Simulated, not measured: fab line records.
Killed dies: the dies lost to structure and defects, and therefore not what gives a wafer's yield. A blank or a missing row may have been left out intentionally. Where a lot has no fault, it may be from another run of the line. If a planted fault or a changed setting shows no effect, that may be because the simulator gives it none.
Check for tools in common + flow nand harc + Sample size 2 lots and 6 wafers

== THE REASON FOR OPENING IT ==
On 2 of the 2 lots, a flag is raised at NHARC_END_SORT_01 on the reading killed at periphery. Wafers without a fault read 2.6, standard deviation 2.1.
Rule: a lot is flagged when every wafer of it that has a number lies more than 4 standard deviations from that mean, or none has a number. As for the other lots, they are considered sound.

| lot  | measured     | on        | killed at periphery, wafer by wafer | flag    |
|------|--------------|-----------|-------------------------------------|---------|
| L397 | day 25 18:23 | prober-01 | 658 648 658                         | FLAGGED |
| L398 | day 26 03:54 | prober-01 | 639 649 652                         | FLAGGED |
The numbers of the flagged lots are 650.7 on average: +648.1 against the usual, or +99 or more standard deviations.

== LOT BY LOT: THE TOOL USED ==
2 process steps preceding the reading are held in the record, out of 1159 steps in the route. Cell contents, in order: the tool; ch with the chambers the sampled wafers went through; the start.
| lot  | flag    | NHARC_P_CONTACT_ETCH_36         | NHARC_P_CONTACT_STRIP_28          |
|------|---------|---------------------------------|-----------------------------------|
| L397 | FLAGGED | rie diel-06 ch 0,3, day 9 00:23 | rie diel-08 ch 0,2,3, day 9 01:17 |
| L398 | FLAGGED | rie diel-08 ch 2,3, day 9 05:56 | rie diel-08 ch 1,2, day 9 06:44   |
What these steps do:
- NHARC_P_CONTACT_ETCH_36: etches the open film in N2/H2, target depth 260 nm, time 406.25 s.
- NHARC_P_CONTACT_STRIP_28: strips in O2.
- NHARC_END_SORT_01

== FLAGGED AGAINST TOTAL, ONE TOOL AT A TIME (gauges that did the reading follow at the end) ==
| step                     | tool        | lots run | flagged | share of the flagged lots | sound lots run after its first flagged lot |
|--------------------------|-------------|----------|---------|---------------------------|--------------------------------------------|
| NHARC_P_CONTACT_ETCH_36  | rie diel-06 | 1        | 1       | some                      | 0                                          |
| NHARC_P_CONTACT_ETCH_36  | rie diel-08 | 1        | 1       | some                      | 0                                          |
| NHARC_P_CONTACT_STRIP_28 | rie diel-08 | 2        | 2       | all                       | 0                                          |
| NHARC_END_SORT_01        | prober-01   | 2        | 2       | all                       | 0                                          |

== WHAT THE TABLE PERMITS ==
2 rows of the table ran every flagged lot: rie diel-08 at NHARC_P_CONTACT_STRIP_28, prober-01 at NHARC_END_SORT_01.
- rie diel-08 at NHARC_P_CONTACT_STRIP_28 ran 2 lots, 2 of them flagged. The start can't be narrowed down: in this sample, it ran no sound lot prior to its first flagged lot.
- prober-01 at NHARC_END_SORT_01 ran 2 lots, 2 of them flagged. The start can't be narrowed down: in this sample, it ran no sound lot prior to its first flagged lot.
These 2 tools cannot be told apart by counting lots, since each of them fits a fault that started at some hour. More lots, or a look at what each step does to the wafer, might.

== WHAT THE SIMULATOR HAD INSERTED ==
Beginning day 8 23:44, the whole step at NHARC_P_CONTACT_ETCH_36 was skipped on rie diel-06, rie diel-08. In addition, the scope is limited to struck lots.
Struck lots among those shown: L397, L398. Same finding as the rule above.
